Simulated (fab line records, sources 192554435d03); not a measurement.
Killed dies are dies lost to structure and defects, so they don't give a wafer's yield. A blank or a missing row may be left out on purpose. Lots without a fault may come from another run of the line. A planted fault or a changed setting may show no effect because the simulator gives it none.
Chamber matching | flow n5_finfet | N5_FIN_SAQP_PECVD_48 on pecvd-04: 3 sister chambers
The step deposits SiNx from SiH4/NH3/N2, target thk 25 nm, time 22.1 s. 3 wafers are shown with their chamber, then 12 later ones without.

WAFERS WITH THEIR CHAMBER
wafer  | chamber | throttle_valve_pct (%)
L091.6 | 2       | 37.9
L092.1 | 1       | 43.4
L092.4 | 0       | 41.7

WAFERS WITHOUT THEIR CHAMBER
wafer  | throttle_valve_pct (%)
L093.1 | 43.4
L093.4 | 38.2
L093.5 | 43.5
L095.1 | 43.4
L095.3 | 38.0
L095.6 | 43.4
L096.1 | 37.8
L096.5 | 43.4
L096.6 | 38.0
L097.1 | 37.9
L097.2 | 41.8
L097.6 | 38.4

WHICH CHAMBER EACH WENT THROUGH
wafer  | from the rows above | in truth
L093.1 | 1                   | 1
L093.4 | 2                   | 2
L093.5 | 1                   | 1
L095.1 | 1                   | 1
L095.3 | 2                   | 2
L095.6 | 1                   | 1
L096.1 | 2                   | 2
L096.5 | 1                   | 1
L096.6 | 2                   | 2
L097.1 | 2                   | 2
L097.2 | 0                   | 0
L097.6 | 2                   | 2
Placed correctly: 12 of 12. Can't be placed from these rows: 0. Placed wrongly: 0.
How it was worked out, from the rows above alone: a wafer's distance from a chamber is the root of the sum, over the readings, of the square of ((its reading less the chamber's mean) divided by the reading's scatter). The wafer belongs to the nearest chamber; if the next one is less than 2 further off, it can't be placed. A chamber's mean is the mean of its shown wafers. The scatter: with one shown wafer a chamber, the root of the mean of the squares of how far each hidden wafer lies from its nearest shown one.
